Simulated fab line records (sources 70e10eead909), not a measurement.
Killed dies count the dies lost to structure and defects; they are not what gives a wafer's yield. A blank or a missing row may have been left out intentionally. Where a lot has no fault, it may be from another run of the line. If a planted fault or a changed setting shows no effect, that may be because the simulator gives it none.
fab line records | flow nand-harc
record: lots: 5 wafers: 15 last-day: 24
route steps=1159 shown P_ZERO_WELL@14 END@1159
lots with no fault: from the same line, run without faults
start-h: hours from the record's opening day to when the first of the lot's shown wafers began | wait-h: hours from the lot's prior step to this one | " identical to the entry in the row above | L1.1+2: a single row standing in for several wafers | - either no value or no given start | * or withheld: withheld | < > ~ a bound
route shown NAME@n: a module of which the file shows steps, and the number in the route of the first | usual: mean and standard deviation over wafers with no fault | same: alike in all rows | chamber/n: place in a boat | sites: each site's reading | _std_site: how widely they spread, as a standard deviation | _edge_site: mean of outer sites minus mean of inner sites | radius-mm: for every site, how far away it sits from the centre of the wafer | mask NAME#n: copy n | behind: the last tool/chamber to shape the wafer | hold: cause of the lot's hold/its duration in hours/its outcome | device: whichever transistor did not switch (one of n, p or np) | end of line: the same wafers' tests at the end of the route | for a step that has no rows: nothing shown but its recipe | killed: dies that structure and defects cost at the first sort, which is not the same as the wafer's yield | map: shows each die of a wafer: x if killed, . if not, _ if none is there
set.NAME: the setting the step ran with; set.NAME@STEP: the setting that earlier step ran with | model.NAME: the simulator's own value behind a step, which no gauge read
lots at selected steps of the route; one table per step, one row per wafer
services: a tool's chamber out of use, with start hour (start-h, from the record's first day; less than 0 if before it), hours out, and reason
== steps ==
step: NHARC_P_ZERO_WELL_CD_MEAS_11
recipe: target-cd-nm: 500 landing-energy-ev: 500
usual: cd-nm: 500.0/1.3
columns lot.wafer tool chamber start-h wait-h cd-nm
L486.2 cd-sem-02 0 37.22 - 499.2
L486.3 " 0 " " 499.8
L486.6 " 0 " " 498.0
L489.3 cd-sem-03 0 55.25 - 499.2
L489.5 " 0 " " 500.4
L489.6 " 0 " " 498.9
L500.3 cd-sem-03 0 121.27 - 498.6
L500.4 " 0 " " 499.2
L500.5 " 0 " " 499.9
L503.2 cd-sem-02 0 139.11 - 501.9
L503.3 " 0 " " 501.9
L503.5 " 0 " " 502.0
L504.2 cd-sem-02 0 145.13 - 499.1
L504.5 " 0 " " 499.4
L504.6 " 0 " " 499.3
step: NHARC_P_ZERO_WELL_HARDBAKE_12
recipe: temp-c: 118 time-s: 65
step: NHARC_P_ZERO_WELL_DESCUM_13
recipe: time-s: 3 o2-flow-sccm: 200 ar-flow-sccm: 0 bias-power-w: 0 chemistry: O2
usual: chamber-pressure-mTorr: 60.00/0.067 drypump-motor-current-A: 5.8/0.46 oes-product-au: 1.000/0.0082 rf-vpp-V: 57.8/0.86 showerhead-plenum-p-Torr: 1.91/0.068 throttle-valve-pct: 11.312/0.0083
columns lot.wafer tool chamber start-h wait-h chamber-pressure-mTorr drypump-motor-current-A oes-product-au rf-hours-counter-h rf-vpp-V showerhead-plenum-p-Torr throttle-valve-pct
L486.2 rie-diel-02 3 37.38 - 59.99 5.9 1.009 3.0 58.5 2.03 11.306
L486.3 " 1 " " 59.89 6.4 0.988 2.8 58.9 1.94 11.323
L486.6 " 0 " " 59.91 5.4 1.010 - 57.9 1.85 11.307
L489.3 rie-diel-12 0 55.42 - 59.98 6.4 0.993 1.9 57.8 1.85 11.322
L489.6 " 2 " " 60.10 5.4 1.003 - 58.1 1.79 11.303
L489.5 " 3 " " 59.96 5.9 1.011 - 57.5 1.94 11.317
L500.3 rie-diel-03 1 121.43 - 60.01 5.0 1.006 5.2 58.3 2.00 11.315
L500.4 " 3 " " 59.99 6.1 1.000 4.5 57.4 1.95 11.321
L500.5 " 2 " " 60.05 5.9 1.013 - 57.1 1.91 11.315
L503.2 rie-diel-12 1 139.28 - 59.99 5.2 0.998 6.9 57.8 1.94 11.304
L503.3 " 2 " " 60.04 5.4 0.994 6.5 57.2 1.78 11.310
L503.5 " 0 " " 59.96 6.5 1.003 - 57.5 1.85 11.307
L504.2 rie-diel-02 3 145.30 - 59.90 5.9 1.003 10.7 59.3 2.03 11.315
L504.6 " 2 " " 59.95 5.8 0.992 - 57.2 1.96 11.310
L504.5 " 3 " " 59.97 5.9 1.007 - 58.0 2.03 11.308
step: NHARC_P_ZERO_WELL_ETCH_65
recipe: target-depth-a: 800 overetch-a: 240 time-s: 87.88 ion-energy-ev: 200 n2-flow-sccm: 150 h2-flow-sccm: 150 ar-flow-sccm: 0 rf-w: 400 bias-w: 150 chemistry: N2/H2
usual: chamber-pressure-mTorr: 29.997/0.027 drypump-motor-current-A: 5.8/0.46 n2-flow-sccm: 150.0/0.51 oes-product-au: 1.000/0.0079 rf-fwd-power-W: 397.1/1.5 rf-vpp-V: 430.3/2.2 showerhead-plenum-p-Torr: 2.03/0.076 throttle-valve-pct: 14.171/0.0095
columns lot.wafer tool chamber start-h wait-h chamber-pressure-mTorr drypump-motor-current-A n2-flow-sccm oes-product-au rf-fwd-power-W rf-hours-counter-h rf-vpp-V showerhead-plenum-p-Torr throttle-valve-pct
L486.3 rie-diel-02 2 37.46 0.1 30.037 5.8 149.6 1.006 397.9 2.9 431.3 2.09 14.175
L486.2 " 1 " " 29.968 6.3 150.1 0.982 396.3 2.8 432.0 2.07 14.167
L486.6 " 3 " " 30.008 5.9 150.5 1.015 393.6 - 432.8 2.17 14.180
L489.3 rie-diel-12 2 55.49 0.1 29.942 5.4 149.4 1.005 398.0 1.6 425.1 1.90 14.167
L489.5 " 2 " " 29.984 5.4 149.9 1.007 395.6 - 425.9 1.90 14.179
L489.6 " 3 " " 29.948 5.9 149.4 0.993 395.6 - 432.1 2.07 14.178
L500.4 rie-diel-03 3 121.52 0.1 29.983 6.1 149.4 0.998 398.9 4.5 432.4 2.08 14.142
L500.3 " 1 " " 30.029 5.0 149.6 0.999 398.2 5.2 433.4 2.13 14.164
L500.5 " 0 " " 30.043 6.1 149.3 0.990 397.2 - 428.7 1.99 14.182
L503.3 rie-diel-12 0 139.36 0.1 30.009 6.5 149.4 0.992 398.1 7.0 430.3 1.97 14.161
L503.2 " 1 " " 29.980 5.2 150.4 1.002 397.8 6.9 432.5 2.07 14.169
L503.5 " 3 " " 29.981 5.9 150.1 1.009 398.8 - 432.0 2.06 14.175
L504.2 rie-diel-02 0 145.37 0.1 30.000 5.4 150.8 0.989 396.3 7.6 429.9 1.97 14.170
L504.6 " 0 " " 30.007 5.4 150.9 1.004 395.3 - 429.6 1.97 14.153
L504.5 " 1 " " 30.010 6.4 150.0 0.984 395.8 - 432.1 2.07 14.173
step: NHARC_P_ZERO_WELL_ETCH_62
recipe: target-depth-a: 130 time-s: 6.5 chf3-flow-sccm: 50 ar-flow-sccm: 200 rf-w: 500 bias-w: 200 chemistry: CHF3/Ar
usual: chamber-pressure-mTorr: 24.998/0.022 drypump-motor-current-A: 5.8/0.47 oes-product-au: 0.963/0.016 rf-fwd-power-W: 488.4/2 rf-vpp-V: 370.4/2 showerhead-plenum-p-Torr: 2.34/0.081 throttle-valve-pct: 20.218/0.0086
columns lot.wafer tool chamber start-h wait-h chamber-pressure-mTorr drypump-motor-current-A oes-product-au rf-fwd-power-W rf-hours-counter-h rf-vpp-V showerhead-plenum-p-Torr throttle-valve-pct
L486.2 rie-diel-02 2 - - 24.997 5.8 0.966 492.3 2.9 371.3 2.40 20.204
L486.3 " 1 " " 24.970 6.3 0.948 490.9 2.8 372.1 2.37 20.233
L486.6 " 3 " " 25.036 5.9 0.960 487.4 - 374.5 2.49 20.219
L489.3 rie-diel-12 0 - - 24.973 6.5 0.975 489.5 1.9 369.9 2.27 20.196
L489.5 " 0 " " 25.015 6.5 0.973 487.9 - 368.7 2.27 20.227
L489.6 " 1 " " 25.019 5.2 0.969 489.7 - 371.2 2.38 20.211
L500.4 rie-diel-03 2 - - 24.991 5.9 0.926 489.0 4.1 370.4 2.34 20.233
L500.3 " 3 " " 24.982 6.1 0.928 487.0 4.5 371.0 2.39 20.220
L500.5 " 2 " " 24.981 5.8 0.928 489.8 - 370.4 2.34 20.225
L503.2 rie-diel-12 3 - - 24.968 6.0 0.975 488.1 7.0 371.6 2.37 20.207
L503.3 " 0 " " 25.025 6.5 0.933 486.9 7.0 368.9 2.27 20.226
L503.5 " 3 " " 25.014 6.0 0.965 488.1 - 372.4 2.37 20.228
L504.2 rie-diel-02 0 - - 24.973 5.4 0.985 489.6 7.6 369.4 2.27 20.214
L504.5 " 3 " " 25.000 5.9 0.962 486.2 - 373.7 2.48 20.230
L504.6 " 0 " " 24.984 5.5 0.982 488.9 - 368.9 2.27 20.223
step: NHARC_P_ZERO_WELL_ETCH_63
recipe: target-depth-a: 1200 time-s: 40.1 hbr-flow-sccm: 150 cl2-flow-sccm: 50 rf-w: 400 icp-w: 400 bias-w: 100 chemistry: HBr/Cl2
usual: chamber-pressure-mTorr: 15.000/0.013 drypump-motor-current-A: 5.9/0.38 oes-product-au: 0.999/0.0073 rf-fwd-power-W: 394.3/1.9 throttle-valve-pct: 26.406/0.0084
columns lot.wafer tool chamber start-h wait-h chamber-pressure-mTorr drypump-motor-current-A oes-product-au rf-fwd-power-W rf-hours-counter-h throttle-valve-pct
L486.2 rie-si-01 1 37.66 - 14.992 5.4 0.992 394.7 0.7 26.403
L486.3 " 2 " " 14.993 5.7 0.998 393.1 0.6 26.405
L486.6 " 3 " " 14.980 5.5 1.002 394.6 - 26.396
L489.3 rie-si-02 3 55.67 - 14.988 6.2 0.999 394.3 0.1 26.400
L489.6 " 2 " " 15.000 5.9 0.999 393.6 - 26.408
L489.5 " 3 " " 14.978 6.2 1.003 394.9 - 26.394
L500.3 rie-si-05 0 121.71 - 15.008 6.3 1.001 391.6 0.4 26.397
L500.5 " 0 " " 15.005 6.3 1.010 390.9 - 26.422
L500.4 " 1 " " 14.990 5.4 1.004 396.5 - 26.405
L503.2 rie-si-01 1 139.52 - 14.994 5.4 1.001 394.2 0.0 26.417
L503.3 " 0 " " 15.011 5.3 1.008 392.0 0.0 26.411
L503.5 " 1 " " 14.972 5.4 0.997 395.9 - 26.405
L504.2 rie-si-05 1 145.56 - 14.999 5.4 1.008 393.6 0.6 26.420
L504.5 " 0 " " 15.023 6.3 1.005 392.7 - 26.398
L504.6 " 1 " " 15.012 5.4 0.989 394.5 - 26.421
step: NHARC_P_ZERO_WELL_STRIP_15
recipe: time-s: 900 temp-c: 130 chemistry: SPM
step: NHARC_P_ZERO_WELL_DEHYDRATE_16
recipe: temp-c: 150 time-s: 120
step: NHARC_P_ZERO_WELL_HMDS_17
recipe: time-s: 30
step: NHARC_P_ZERO_WELL_COAT_18
recipe: spin-rpm: withheld
step: NHARC_P_ZERO_WELL_SOFTBAKE_19
recipe: temp-c: 122 time-s: 95
step: NHARC_P_ZERO_WELL_EBR_20
step: NHARC_P_ZERO_WELL_EXPOSE_21
recipe: na: 0.6 target-cd-nm: 720 dose-mj: 22.31 mask-id: P_NWELL
usual: exposure-dose-mJ-cm2: 22.307/0.021
columns lot.wafer tool chamber start-h wait-h mask exposure-dose-mJ-cm2
L486.2 krf-scanner-04 0 38.42 - P_NWELL#0 22.298
L486.3 " 0 " " P_NWELL#0 22.285
L486.6 " 0 " " P_NWELL#0 22.327
L489.3 krf-scanner-02 0 56.44 - P_HVPW#0 22.278
L489.5 " 0 " " P_HVPW#0 22.277
L489.6 " 0 " " P_HVPW#0 22.304
L500.3 krf-scanner-03 0 122.37 - P_NWELL#0 22.305
L500.4 " 0 " " P_NWELL#0 22.351
L500.5 " 0 " " P_NWELL#0 22.301
L503.2 krf-scanner-02 0 140.31 - P_NWELL#0 22.258
L503.3 " 0 " " P_NWELL#0 22.322
L503.5 " 0 " " P_NWELL#0 22.261
L504.2 krf-scanner-02 0 146.20 - P_NWELL#0 22.286
L504.5 " 0 " " P_NWELL#0 22.288
L504.6 " 0 " " P_NWELL#0 22.287
step: NHARC_P_ZERO_WELL_PEB_22
recipe: peb-temp-c: 118 peb-time-s: 85
step: NHARC_P_ZERO_WELL_DEVELOP_23
recipe: time-s: 70
step: NHARC_P_ZERO_WELL_CD_MEAS_24
recipe: target-cd-nm: 720 landing-energy-ev: 500
usual: cd-nm: 720.5/1.5
columns lot.wafer tool chamber start-h wait-h cd-nm
L486.2 cd-sem-03 0 38.57 - 720.6
L486.3 " 0 " " 719.5
L486.6 " 0 " " 719.5
L489.3 cd-sem-01 0 56.59 - -
L489.5 " 0 " " -
L489.6 " 0 " " -
L500.3 cd-sem-01 0 122.52 - 719.7
L500.4 " 0 " " 720.1
L500.5 " 0 " " 718.5
L503.2 cd-sem-01 0 140.46 - 721.3
L503.3 " 0 " " 719.9
L503.5 " 0 " " 722.1
L504.2 cd-sem-03 0 146.35 - 722.9
L504.5 " 0 " " 722.1
L504.6 " 0 " " 720.9
step: NHARC_P_ZERO_WELL_HARDBAKE_25
recipe: temp-c: 125 time-s: 80
step: NHARC_END_SORT_01
recipe: temp-c: 25
usual: killed-at-array: 27/10 killed-at-other: 0.6/1 killed-at-periphery: 3.4/2.7 killed-dies: 31/9.7 killed-open: 3.4/1.7 killed-short: 2.2/1.5
same: gross-dies: 677
columns lot.wafer tool chamber start-h wait-h killed-at-array killed-at-other killed-at-periphery killed-dies killed-open killed-short
L489.3 prober-02 0 475.49 3.1 12 2 663 677 8 2
L489.5 prober-02 0 477.10 3.7 17 0 660 677 3 3
L489.6 prober-02 0 477.90 4.0 14 0 663 677 4 2
L500.3 prober-01 0 556.53 3.1 39 1 1 41 6 1
L500.4 prober-01 0 557.34 3.4 44 1 0 45 4 4
L500.5 prober-01 0 558.15 3.7 36 1 2 39 3 5
L503.2 prober-01 0 579.24 2.8 31 0 2 33 4 3
L503.3 prober-01 0 580.05 3.1 32 0 7 39 3 3
L503.5 prober-01 0 581.67 3.7 17 1 8 26 2 5
killed by level:class
L489.3 P_ZERO_WELL:area-expose=660 A_CONTACT:geometric-particle:open=3 P_GATE:chamber-film-flake=2 A_ONON_D1:geometric-particle:short=1 A_ONON_D1:geometric-particle:open=1 A_CHANNEL_FILL_D1:geometric-particle:open=1 A_M0:geometric-particle:open=1 A_BONDPAD:geometric-particle:open=1
L489.5 P_ZERO_WELL:area-expose=660 A_STAIRCASE:chamber-film-flake=5 A_CHANNEL_HOLE_D1:chamber-film-flake=4 A_CONTACT:geometric-particle:open=2 A_ONON_D1:geometric-particle:short=1 A_WL_FILL:geometric-particle:short=1 A_BLC:geometric-particle:open=1 A_M0:geometric-particle:short=1
L489.6 P_ZERO_WELL:area-expose=659 A_CHANNEL_HOLE_D1:chamber-film-flake=5 A_STAIRCASE:chamber-film-flake=2 P_CONTACT:geometric-particle:short=1 P_M0:geometric-particle:open=1 A_SOURCE_PLATE:geometric-particle:open=1 A_CHANNEL_HOLE_D1:geometric-particle:short=1 A_CONTACT:geometric-particle:open=1
L500.3 A_CHANNEL_HOLE_D1:chamber-film-flake=20 A_SLIT:chamber-film-flake=11 A_CONTACT:geometric-particle:open=4 P_M0:geometric-particle:open=1 A_WL_FILL:geometric-particle:short=1 A_M0:geometric-particle:open=1 A_SGD_CUT:chamber-film-flake=1 A_CONTACT:chamber-film-flake=1
L500.4 A_SLIT:chamber-film-flake=15 A_CHANNEL_HOLE_D1:chamber-film-flake=14 A_SGD_CUT:chamber-film-flake=6 A_CONTACT:geometric-particle:open=2 A_ONON_D1:geometric-particle:short=1 A_CHANNEL_FILL_D1:geometric-particle:short=1 A_WL_FILL:geometric-particle:open=1 A_CONTACT:geometric-particle:short=1
L500.5 A_CHANNEL_HOLE_D1:chamber-film-flake=15 A_SLIT:chamber-film-flake=8 A_SGD_CUT:chamber-film-flake=3 A_STAIRCASE:chamber-film-flake=2 P_M0:geometric-particle:short=1 P_M2:geometric-particle:short=1 A_ONON_D1:geometric-particle:open=1 A_CHANNEL_FILL_D1:geometric-particle:short=1
L503.2 A_CHANNEL_HOLE_D1:chamber-film-flake=9 A_CONTACT:chamber-film-flake=7 A_STAIRCASE:chamber-film-flake=6 A_CHANNEL_FILL_D1:geometric-particle:open=2 A_ONON_D1:geometric-particle:short=1 A_CHANNEL_HOLE_D1:geometric-particle:short=1 A_CHANNEL_HOLE_D1:geometric-particle:open=1 A_CHANNEL_FILL_D1:geometric-particle:short=1
L503.3 A_CONTACT:chamber-film-flake=12 A_CHANNEL_HOLE_D1:chamber-film-flake=9 P_ZERO_WELL:chamber-film-flake=4 P_GATE:chamber-film-flake=2 A_STAIRCASE:chamber-film-flake=2 A_BONDPAD:chamber-film-flake=2 A_M0:geometric-particle:short=1 A_ONON_D1:geometric-particle:short=1
L503.5 A_CHANNEL_HOLE_D1:chamber-film-flake=5 P_ZERO_WELL:chamber-film-flake=4 A_CONTACT:chamber-film-flake=4 A_STAIRCASE:chamber-film-flake=3 P_CONTACT:geometric-particle:short=1 P_M0:geometric-particle:short=1 A_CHANNEL_FILL_D1:geometric-particle:short=1 A_CONTACT:geometric-particle:open=1
map L489.3 (x killed, . not)
____________x____________
_________xxxxxxx_________
_______xxxxxxxxxxx_______
______xxxxxxxxxxxxx______
_____xxxxxxxxxxxxxxx_____
____xxxxxxxxxxxxxxxxx____
____xxxxxxxxxxxxxxxxx____
___xxxxxxxxxxxxxxxxxxx___
___xxxxxxxxxxxxxxxxxxx___
__xxxxxxxxxxxxxxxxxxxxx__
__xxxxxxxxxxxxxxxxxxxxx__
_xxxxxxxxxxxxxxxxxxxxxxx_
_xxxxxxxxxxxxxxxxxxxxxxx_
_xxxxxxxxxxxxxxxxxxxxxxx_
_xxxxxxxxxxxxxxxxxxxxxxx_
_xxxxxxxxxxxxxxxxxxxxxxx_
xxxxxxxxxxxxxxxxxxxxxxxxx
xxxxxxxxxxxxxxxxxxxxxxxxx
xxxxxxxxxxxxxxxxxxxxxxxxx
xxxxxxxxxxxxxxxxxxxxxxxxx
xxxxxxxxxxxxxxxxxxxxxxxxx
_xxxxxxxxxxxxxxxxxxxxxxx_
_xxxxxxxxxxxxxxxxxxxxxxx_
_xxxxxxxxxxxxxxxxxxxxxxx_
_xxxxxxxxxxxxxxxxxxxxxxx_
_xxxxxxxxxxxxxxxxxxxxxxx_
__xxxxxxxxxxxxxxxxxxxxx__
__xxxxxxxxxxxxxxxxxxxxx__
___xxxxxxxxxxxxxxxxxxx___
___xxxxxxxxxxxxxxxxxxx___
____xxxxxxxxxxxxxxxxx____
____xxxxxxxxxxxxxxxxx____
_____xxxxxxxxxxxxxxx_____
______xxxxxxxxxxxxx______
_______xxxxxxxxxxx_______
_________xxxxxxx_________
____________x____________
map L504.2 (x killed, . not)
____________.____________
_________......._________
_______..........._______
______.............______
_____..............._____
____...............x.____
____.................____
___...................___
___..............x....___
__x....................__
__.....................__
_..........x............_
_......................._
_.x...................x._
_................x.....x_
_..............x....xxx._
......xx...........xx..x.
.......x.x.......x.x.x.x.
.x.................xxx..x
................xx..x..x.
..............xxxx...xx..
_.............xxxxx.x..._
_.x...........xx..x....._
_....x.........xxxx....._
_..x.............xx....._
_...............x..xx..._
__.x...................__
__.....................__
___...................___
___................x..___
____.............x...____
____.................____
_____.............x._____
______.............______
_______..........._______
_________......._________
____________.____________
== services ==
columns tool chamber start-h hours kind
krf-scanner-02 - 19.61 0.3 repair
krf-scanner-03 - 23.23 0.7 repair
rie-diel-12 - 25.40 9.0 pm
rie-diel-12 0 25.40 9.0 vent-cycle
rie-diel-12 1 25.40 9.0 vent-cycle
rie-diel-12 2 25.40 9.0 vent-cycle
rie-si-05 2 33.89 2.1 repair
rie-si-02 - 34.00 9.0 pm
krf-scanner-02 - 38.00 4.0 pm
rie-diel-03 - 38.40 9.0 pm
krf-scanner-02 - 42.09 0.4 repair
rie-diel-03 2 58.16 3.6 repair
rie-si-05 - 62.03 9.0 pm
rie-diel-02 2 64.27 16.2 repair
rie-diel-02 0 87.87 21.5 repair
rie-diel-03 2 107.75 3.3 repair
rie-diel-12 2 113.53 3.2 repair
rie-si-05 2 115.24 6.7 repair
rie-si-02 1 118.58 6.9 repair
krf-scanner-04 - 126.00 4.0 pm
rie-si-01 - 127.00 9.0 pm
rie-si-02 - 128.53 0.2 repair
rie-diel-12 0 130.88 4.4 repair
krf-scanner-04 - 130.95 1.3 repair
== key ==
first-sign: step: NHARC_P_ZERO_WELL_EXPOSE_21 reading: mask direction: changed
effect: step: NHARC_P_ZERO_WELL_CD_MEAS_24 reading: cd-nm direction: missing
effect: step: NHARC_END_SORT_01 reading: killed-at-periphery direction: up sigmas: 99+ usual: 3.4 struck: 662
more-kills-born-at: NHARC_P_ZERO_WELL_EXPOSE_21@krf-scanner-02: 1979
met-at NHARC_P_ZERO_WELL_EXPOSE_21
struck-wafers L489.3,L489.5,L489.6
later-rows-left-out L489.3,L489.5,L489.6
tester-left-out L489
fault: kind: wrong-mask tool: any chamber: - onset-h: 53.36 steps: NHARC_P_ZERO_WELL_EXPOSE_21 aux-copy: P_HVPW#0 scope: struck-lots-only
tester-left-out: of these lots the tester's yield and bins aren't shown, on N5 and GAA mostly nor the transistor test; their killed dies are dies lost to structure and defects alone, not to doping, threshold or leakage, so they don't give the yield
later-rows-left-out: the simulator's readings of these wafers behind a module that went badly wrong aren't trusted and aren't shown, but for the sort
